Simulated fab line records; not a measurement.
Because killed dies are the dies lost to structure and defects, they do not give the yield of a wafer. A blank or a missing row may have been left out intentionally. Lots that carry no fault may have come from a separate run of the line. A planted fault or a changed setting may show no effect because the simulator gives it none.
fab line records -- flow nand-harc
[record] lots = 11, wafers = 33, last-day = 34
route steps=1302 shown P_ZERO_WELL@12 END@1302
lots that met no fault: from a run of the same line without faults
start-h: hours from the record's first day to the start of the lot's first wafer shown -- wait-h: how many hours have passed since the lot's step before this one -- " as in the row above -- L1.1+2: a single row standing in for several wafers -- - either no value or no given start -- * or withheld: withheld -- < > ~ a bound
route shown NAME@n: names a module that has steps shown in the file, with the first one's number in the route -- usual: the fault-free wafers' mean and standard deviation -- same: alike in all rows -- chamber/n: place in a boat -- sites: per-site readings -- _std_site: standard deviation of those values -- _edge_site: mean of outer sites minus mean of inner sites -- radius-mm: for every site, how far away it sits from the centre of the wafer -- mask NAME#n: copy n -- behind: the last tool/chamber to shape the wafer -- hold: why the lot went on hold/how many hours it stayed there/how the hold came to an end -- device: the n, p or np transistor that did not switch -- end of line: at the end of the route, the tests of the same wafers -- for a step that has no rows: nothing shown but its recipe -- killed: count of dies lost to structure and defects at first sort (not the wafer's yield) -- map: a wafer's dies, marking killed ones x, the rest . and places with no die _
set.NAME: setting as actually run; set.NAME@STEP: the setting as run at that earlier step -- model.NAME: the simulator's own value behind a step, which no gauge read
steps of the route over a sample of lots; a table a step, a row a wafer
services: from which hour (start-h, from the record's first day; less than 0 if before it) a tool's chamber was out of use, for how many hours, and why
[[steps]]
[step NHARC_P_ZERO_WELL_PEB_09]
[recipe] peb-temp-c = 128, peb-time-s = 80
[usual] resist-line-temp-C = 23.00/0.099
lot.wafer,tool,chamber,start-h,wait-h,resist-line-temp-C
L457.2,litho-track-02,0,21.15,0.1,23.00
L457.3,litho-track-02,0,21.15,0.1,23.07
L457.6,litho-track-02,0,21.15,0.1,23.11
L461.2,litho-track-03,0,61.16,0.1,23.20
L461.5,litho-track-03,0,61.16,0.1,23.12
L461.6,litho-track-03,0,61.16,0.1,22.98
L464.1,litho-track-02,0,91.15,0.1,23.01
L464.3,litho-track-02,0,91.15,0.1,22.86
L464.5,litho-track-02,0,91.15,0.1,23.05
L465.2,litho-track-02,0,101.03,0.1,22.95
L465.3,litho-track-02,0,101.03,0.1,22.95
L465.6,litho-track-02,0,101.03,0.1,22.98
L466.1,litho-track-03,0,111.15,0.1,22.88
L466.4,litho-track-03,0,111.15,0.1,23.09
L466.6,litho-track-03,0,111.15,0.1,23.00
L469.1,litho-track-03,0,141.17,0.1,22.94
L469.2,litho-track-03,0,141.17,0.1,22.79
L469.5,litho-track-03,0,141.17,0.1,22.72
L470.3,litho-track-02,0,151.03,0.1,23.10
L470.5,litho-track-02,0,151.03,0.1,23.05
L470.6,litho-track-02,0,151.03,0.1,22.96
L472.1,litho-track-02,0,171.16,0.1,22.90
L472.2,litho-track-02,0,171.16,0.1,22.92
L472.4,litho-track-02,0,171.16,0.1,22.94
L473.1,litho-track-02,0,181.03,0.1,22.98
L473.2,litho-track-02,0,181.03,0.1,22.96
L473.5,litho-track-02,0,181.03,0.1,23.12
L478.1,litho-track-03,0,231.20,0.1,22.92
L478.4,litho-track-03,0,231.20,0.1,22.92
L478.5,litho-track-03,0,231.20,0.1,23.03
L480.3,litho-track-03,0,251.16,0.1,23.13
L480.5,litho-track-03,0,251.16,0.1,23.04
L480.6,litho-track-03,0,251.16,0.1,23.06
[step NHARC_P_ZERO_WELL_CD_MEAS_11]
[recipe] target-cd-nm = 500, landing-energy-ev = 500
[usual] cd-nm = 500.5/1.7
lot.wafer,tool,chamber,start-h,wait-h,hold,cd-nm
L457.2,cd-sem-01,0,21.24,-,-,500.8
L457.3,cd-sem-01,0,21.24,-,-,502.2
L457.6,cd-sem-01,0,21.24,-,-,500.4
L461.2,cd-sem-02,0,61.25,-,-,499.3
L461.5,cd-sem-02,0,61.25,-,-,498.5
L461.6,cd-sem-02,0,61.25,-,-,501.6
L464.1,cd-sem-03,0,91.24,-,-,501.0
L464.3,cd-sem-03,0,91.24,-,-,500.3
L464.5,cd-sem-03,0,91.24,-,-,500.0
L465.2,cd-sem-02,0,101.12,-,-,503.1
L465.3,cd-sem-02,0,101.12,-,-,502.8
L465.6,cd-sem-02,0,101.12,-,-,498.1
L466.1,cd-sem-03,0,111.24,-,-,501.8
L466.4,cd-sem-03,0,111.24,-,-,502.3
L466.6,cd-sem-03,0,111.24,-,-,501.3
L469.1,cd-sem-03,0,141.25,-,-,500.8
L469.2,cd-sem-03,0,141.25,-,-,499.9
L469.5,cd-sem-03,0,141.25,-,-,500.0
L470.3,cd-sem-01,0,151.12,-,-,501.3
L470.5,cd-sem-01,0,151.12,-,-,501.0
L470.6,cd-sem-01,0,151.12,-,-,501.8
L472.1,cd-sem-03,0,171.24,-,await-dispo/0.2h/release,510.5
L472.2,cd-sem-03,0,171.24,-,await-dispo/0.2h/release,501.2
L472.4,cd-sem-03,0,171.24,-,await-dispo/0.2h/release,515.3
L472.1,cd-sem-03,0,-,-,-,510.5
L472.2,cd-sem-03,0,-,-,-,501.5
L472.4,cd-sem-03,0,-,-,-,514.8
L473.1,cd-sem-01,0,181.12,-,await-dispo/0.2h/release,515.4
L473.2,cd-sem-01,0,181.12,-,await-dispo/0.2h/release,503.2
L473.5,cd-sem-01,0,181.12,-,await-dispo/0.2h/release,499.2
L473.1,cd-sem-01,0,-,-,-,515.3
L473.2,cd-sem-01,0,-,-,-,503.3
L473.5,cd-sem-01,0,-,-,-,499.1
L478.1,cd-sem-01,0,231.28,-,-,503.4
L478.4,cd-sem-01,0,231.28,-,-,501.9
L478.5,cd-sem-01,0,231.28,-,-,502.6
L480.3,cd-sem-02,0,251.25,-,-,503.9
L480.5,cd-sem-02,0,251.25,-,-,502.4
L480.6,cd-sem-02,0,251.25,-,-,499.3
[step NHARC_P_ZERO_WELL_ETCH_63]
[recipe] target-depth-a = 1200, time-s = 40.1, hbr-flow-sccm = 150, cl2-flow-sccm = 50, rf-w = 400, icp-w = 400, bias-w = 100, chemistry = HBr/Cl2
[usual] drypump-motor-current-A = 5.9/0.39, oes-product-au = 1.001/0.01, throttle-valve-pct = 26.405/0.0095
lot.wafer,tool,chamber,start-h,wait-h,drypump-motor-current-A,oes-product-au,rf-hours-counter-h,throttle-valve-pct
L457.3,rie-si-03,3,21.69,-,6.5,1.007,0.81,26.384
L457.2,rie-si-03,0,21.69,-,6.0,1.011,0.84,26.406
L457.6,rie-si-03,2,21.69,-,5.9,0.996,-,26.416
L461.2,rie-si-04,0,61.66,-,5.4,0.987,0.41,26.402
L461.6,rie-si-04,0,61.66,-,5.4,0.986,-,26.408
L461.5,rie-si-04,1,61.66,-,5.6,1.005,-,26.423
L464.3,rie-si-03,3,91.98,-,6.5,1.013,0.19,26.423
L464.1,rie-si-03,1,91.98,-,6.6,0.982,0.25,26.412
L464.5,rie-si-03,3,91.98,-,6.4,1.022,-,26.399
L465.2,rie-si-03,2,101.59,-,5.8,1.015,0.26,26.406
L465.3,rie-si-03,1,101.59,-,6.5,1.003,0.28,26.395
L465.6,rie-si-03,3,101.59,-,6.4,1.019,-,26.400
L466.4,rie-si-04,3,111.65,-,6.2,1.011,0.76,26.396
L466.1,rie-si-04,0,111.65,-,5.4,1.006,0.80,26.406
L466.6,rie-si-04,3,111.65,-,6.2,0.999,-,26.396
L469.2,rie-si-03,1,141.68,-,6.6,0.989,0.50,26.407
L469.1,rie-si-03,2,141.68,-,5.8,1.004,0.49,26.420
L469.5,rie-si-03,1,141.68,-,6.6,0.999,-,26.409
L470.3,rie-si-05,2,151.59,-,6.0,1.007,0.14,26.400
L470.5,rie-si-05,1,151.59,-,5.4,0.991,-,26.415
L470.6,rie-si-05,2,151.59,-,6.0,1.011,-,26.418
L472.4,rie-si-03,2,175.54,-,5.8,1.004,0.72,26.406
L472.1,rie-si-03,3,175.54,-,6.5,1.024,0.75,26.396
L472.2,rie-si-03,0,175.54,-,6.0,1.011,0.71,26.409
L473.2,rie-si-04,3,184.83,-,6.1,0.999,0.01,26.419
L473.1,rie-si-04,2,184.83,-,5.4,0.999,0.03,26.406
L473.5,rie-si-04,0,184.83,-,5.4,0.997,-,26.407
L478.1,rie-si-03,1,231.71,-,6.5,1.005,0.00,26.393
L478.4,rie-si-03,2,231.71,-,5.8,0.987,0.00,26.416
L478.5,rie-si-03,1,231.71,-,6.5,0.997,-,26.396
L480.3,rie-si-03,0,251.66,-,6.0,0.985,0.19,26.421
L480.5,rie-si-03,0,251.66,-,6.0,0.976,-,26.404
L480.6,rie-si-03,1,251.66,-,6.5,0.987,-,26.398
[step NHARC_P_ZERO_WELL_DESCUM_39]
[recipe] time-s = 3, o2-flow-sccm = 200, ar-flow-sccm = 0, bias-power-w = 0, chemistry = O2
[usual] drypump-motor-current-A = 5.9/0.5, oes-product-au = 1.000/0.0098, rf-vpp-V = 57.9/0.94, showerhead-plenum-p-Torr = 1.91/0.089, throttle-valve-pct = 11.311/0.009
lot.wafer,tool,chamber,start-h,wait-h,drypump-motor-current-A,oes-product-au,rf-hours-counter-h,rf-vpp-V,showerhead-plenum-p-Torr,throttle-valve-pct
L457.2,rie-diel-12,1,24.55,-,6.1,1.004,32,59.0,1.96,11.312
L457.3,rie-diel-12,0,24.55,-,6.4,0.992,29,57.8,1.82,11.307
L457.6,rie-diel-12,0,24.55,-,6.4,0.988,-,57.2,1.82,11.298
L461.2,rie-diel-12,0,64.72,-,6.4,0.983,38,56.5,1.82,11.310
L461.5,rie-diel-12,1,64.72,-,6.0,1.004,-,56.4,1.95,11.315
L461.6,rie-diel-12,2,64.72,-,5.8,1.001,-,58.1,1.93,11.310
L464.3,rie-diel-11,1,98.71,-,6.4,1.012,4,56.2,1.78,11.332
L464.1,rie-diel-11,2,98.71,-,6.0,0.992,4,59.1,2.07,11.303
L464.5,rie-diel-11,3,98.71,-,5.5,0.996,-,57.7,2.02,11.303
L465.3,rie-diel-11,0,104.24,-,5.3,1.007,7,57.0,1.85,11.300
L465.2,rie-diel-11,1,104.24,-,6.4,0.993,7,58.8,1.78,11.316
L465.6,rie-diel-11,0,104.24,-,5.3,1.006,-,57.4,1.86,11.298
L466.4,rie-diel-12,0,114.40,-,6.4,1.001,4,56.2,1.81,11.318
L466.1,rie-diel-12,1,114.40,-,6.1,0.998,3,58.3,1.95,11.326
L466.6,rie-diel-12,0,114.40,-,6.4,1.000,-,57.4,1.81,11.310
L469.2,rie-diel-07,1,144.29,-,6.3,1.002,6,58.8,1.98,11.308
L469.1,rie-diel-07,2,144.29,-,5.1,1.002,6,59.3,2.08,11.294
L469.5,rie-diel-07,0,144.29,-,4.9,0.985,-,57.0,1.90,11.319
L470.3,rie-diel-11,3,154.34,-,5.5,0.993,18,58.1,2.02,11.320
L470.6,rie-diel-11,1,154.34,-,6.4,0.986,-,57.0,1.78,11.298
L470.5,rie-diel-11,2,154.34,-,6.0,0.993,-,58.1,2.07,11.311
L472.2,rie-diel-07,1,178.01,-,6.2,0.999,17,58.0,1.98,11.313
L472.4,rie-diel-07,2,178.01,-,5.1,0.988,16,56.9,2.07,11.312
L472.1,rie-diel-07,3,178.01,-,5.5,0.998,9,56.9,1.80,11.296
L473.1,rie-diel-07,0,187.30,-,4.9,0.985,16,58.3,1.90,11.318
L473.2,rie-diel-07,1,187.30,-,6.3,0.997,18,58.4,1.98,11.321
L473.5,rie-diel-07,0,187.30,-,4.9,0.976,-,58.3,1.90,11.313
L478.4,rie-diel-12,0,234.34,-,6.4,0.992,37,57.4,1.80,11.323
L478.1,rie-diel-12,1,234.34,-,6.1,0.985,46,57.3,1.93,11.311
L478.5,rie-diel-12,3,234.34,-,6.3,1.018,-,58.6,1.95,11.313
L480.3,rie-diel-07,3,254.43,-,5.6,1.001,20,58.0,1.80,11.321
L480.6,rie-diel-07,3,254.43,-,5.6,1.000,-,58.3,1.80,11.308
L480.5,rie-diel-07,0,254.43,-,4.9,0.995,-,56.0,1.89,11.310
[step NHARC_P_ZERO_WELL_DESCUM_54]
[recipe] time-s = 3, o2-flow-sccm = 200, ar-flow-sccm = 0, bias-power-w = 0, chemistry = O2
[usual] drypump-motor-current-A = 5.8/0.48, oes-product-au = 1.000/0.0091, rf-vpp-V = 57.9/1, showerhead-plenum-p-Torr = 1.91/0.097, throttle-valve-pct = 11.313/0.0089
lot.wafer,tool,chamber,start-h,wait-h,drypump-motor-current-A,oes-product-au,rf-hours-counter-h,rf-vpp-V,showerhead-plenum-p-Torr,throttle-valve-pct
L457.2,rie-diel-12,0,26.25,-,6.4,0.996,30,56.3,1.82,11.303
L457.3,rie-diel-12,1,26.25,-,6.1,1.011,33,58.0,1.96,11.309
L457.6,rie-diel-12,0,26.25,-,6.4,0.990,-,57.6,1.82,11.308
L461.2,rie-diel-11,1,66.38,-,6.4,1.005,49,57.7,1.79,11.315
L461.5,rie-diel-11,3,66.38,-,5.5,1.012,-,58.4,2.02,11.314
L461.6,rie-diel-11,0,66.38,-,5.3,1.010,-,58.3,1.86,11.300
L464.1,rie-diel-07,2,100.41,-,5.1,0.991,47,57.4,1.77,11.316
L464.3,rie-diel-07,3,100.41,-,5.5,1.005,47,56.4,1.81,11.331
L464.5,rie-diel-07,2,100.41,-,5.1,0.988,-,58.5,1.77,11.309
L465.3,rie-diel-12,1,105.93,-,6.1,0.993,1,59.9,1.95,11.315
L465.2,rie-diel-12,2,105.93,-,5.8,1.007,1,58.2,1.93,11.304
L465.6,rie-diel-12,3,105.93,-,6.3,1.003,-,59.4,1.97,11.307
L466.4,rie-diel-11,3,115.91,-,5.5,0.992,6,59.7,2.02,11.301
L466.1,rie-diel-11,2,115.91,-,6.0,0.988,11,58.8,2.07,11.323
L466.6,rie-diel-11,0,115.91,-,5.3,1.009,-,59.4,1.85,11.325
L469.2,rie-diel-11,1,145.92,-,6.4,0.994,24,58.2,1.78,11.328
L469.1,rie-diel-11,2,145.92,-,6.0,0.996,21,59.4,2.07,11.321
L469.5,rie-diel-11,2,145.92,-,6.0,0.996,-,58.3,2.07,11.325
L470.3,rie-diel-12,1,155.83,-,6.1,1.007,20,58.6,1.94,11.308
L470.6,rie-diel-12,1,155.83,-,6.1,1.013,-,57.4,1.94,11.306
L470.5,rie-diel-12,2,155.83,-,5.8,1.015,-,57.1,1.92,11.292
L472.2,rie-diel-12,0,179.51,-,6.4,1.004,25,58.2,1.80,11.317
L472.1,rie-diel-12,1,179.51,-,6.1,0.995,26,58.3,1.94,11.312
L472.4,rie-diel-12,3,179.51,-,6.3,1.018,27,58.5,1.96,11.306
L473.2,rie-diel-12,3,189.05,-,6.3,1.017,30,56.7,1.96,11.302
L473.1,rie-diel-12,0,189.05,-,6.4,1.015,28,57.2,1.80,11.316
L473.5,rie-diel-12,2,189.05,-,5.8,1.009,-,57.7,1.92,11.309
L478.4,rie-diel-12,2,235.86,-,5.8,0.997,41,57.9,1.92,11.307
L478.1,rie-diel-12,0,235.86,-,6.4,1.000,38,55.3,1.80,11.309
L478.5,rie-diel-12,2,235.86,-,5.8,1.010,-,57.1,1.92,11.320
L480.3,rie-diel-11,0,255.97,-,5.3,0.997,65,56.8,1.84,11.337
L480.5,rie-diel-11,1,255.97,-,6.4,0.998,-,57.3,1.77,11.316
L480.6,rie-diel-11,0,255.97,-,5.3,1.009,-,57.6,1.84,11.310
[step NHARC_END_SORT_01]
[recipe] temp-c = 25
[usual] killed-at-array = 61/20, killed-at-other = 0.9/1.1, killed-at-periphery = 3.7/2.5, killed-dies = 65/21, killed-open = 3.3/1.8, killed-short = 2.3/1.5
[same] gross-dies = 677
lot.wafer,tool,chamber,start-h,wait-h,killed-at-array,killed-at-other,killed-at-periphery,killed-dies,killed-open,killed-short
L473.1,prober-02,0,728.04,2.5,27,3,7,37,5,0
L473.2,prober-02,0,728.83,2.8,19,3,5,27,2,3
L473.5,prober-02,0,731.21,3.7,20,2,6,28,3,2
// killed by level:class
L473.1 A_CHANNEL_HOLE_D1:chamber-film-flake=10 A_CONTACT:chamber-film-flake=7 P_STI:chamber-film-flake=3 A_M1:geometric-particle:open=2 P_ZERO_WELL:chamber-film-flake=2 A_CHANNEL_FILL_D2:chamber-film-flake=2 A_STAIRCASE:chamber-film-flake=2 A_SLIT:chamber-film-flake=2
L473.2 A_SLIT:chamber-film-flake=8 A_CHANNEL_HOLE_D1:chamber-film-flake=4 A_CONTACT:chamber-film-flake=3 P_BONDPAD:chamber-film-flake=2 P_CONTACT:geometric-particle:open=1 P_M0:geometric-particle:short=1 A_ONON_D1:geometric-particle:short=1 A_CHANNEL_HOLE_D2:geometric-particle:open=1
L473.5 A_CHANNEL_HOLE_D1:chamber-film-flake=8 A_M0:geometric-particle:open=2 P_ZERO_WELL:chamber-film-flake=2 P_STI:chamber-film-flake=2 A_WL_FILL:chamber-film-flake=2 A_CONTACT:chamber-film-flake=2 THIN_TSV:chamber-film-flake=2 P_CONTACT:geometric-particle:short=1
[[services]]
tool,chamber,start-h,hours,kind
rie-diel-07,1,13.63,7.6,repair
rie-diel-12,2,22.71,22.7,repair
rie-diel-12,-,31.83,0.6,repair
rie-diel-12,-,36.12,3.2,repair
rie-si-03,-,44.00,9.0,pm
rie-diel-07,0,47.59,10.7,repair
litho-track-02,-,52.00,7.0,pm
rie-diel-11,-,79.60,9.0,pm
rie-diel-12,-,91.43,9.0,pm
rie-diel-11,3,98.86,7.1,repair
litho-track-03,-,100.00,7.0,pm
rie-diel-07,3,101.80,13.0,repair
rie-si-03,2,111.64,1.5,repair
rie-diel-07,-,118.17,9.0,pm
rie-diel-07,3,129.73,5.7,repair
rie-diel-11,0,145.55,1.4,repair
rie-diel-11,2,180.58,6.6,repair
rie-diel-12,1,187.16,4.0,repair
rie-diel-12,2,195.04,16.3,repair
rie-diel-12,0,195.35,17.2,repair
rie-diel-07,3,197.14,28.0,repair
rie-si-03,-,221.00,9.0,pm
litho-track-02,-,227.00,7.0,pm
rie-diel-11,3,250.78,26.5,repair
[[key]]
[first-sign] step = NHARC_P_ZERO_WELL_CD_MEAS_11, reading = visit, direction = added
[effect] step = NHARC_P_ZERO_WELL_CD_MEAS_11, reading = cd-nm, direction = up, sigmas = 7.7, usual = 500.5, struck = 513.8
met-at NHARC_P_ZERO_WELL_PEB_09
struck-lots L472,L473
struck-wafers L472.1,L472.4,L473.1
tester-left-out L472,L473
not-acting-at NHARC_P_ZERO_WELL_ETCH_63,NHARC_P_ZERO_WELL_DESCUM_39,NHARC_P_ZERO_WELL_DESCUM_54
onset-between 151.03 171.16
[fault] kind = process-parameter-drift, tool = litho-track-02, chamber = -, onset-h = 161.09, steps = NHARC_P_ZERO_WELL_PEB_09, channel = peb-time-s, offset = *, shape = step, end-h = 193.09, scope = struck-wafers-only, acts-in = *, stated = *
// tester-left-out: of these lots the tester's yield and bins aren't shown, on N5 and GAA mostly nor the transistor test; their killed dies are dies lost to structure and defects alone, not to doping, threshold or leakage, so they don't give the yield
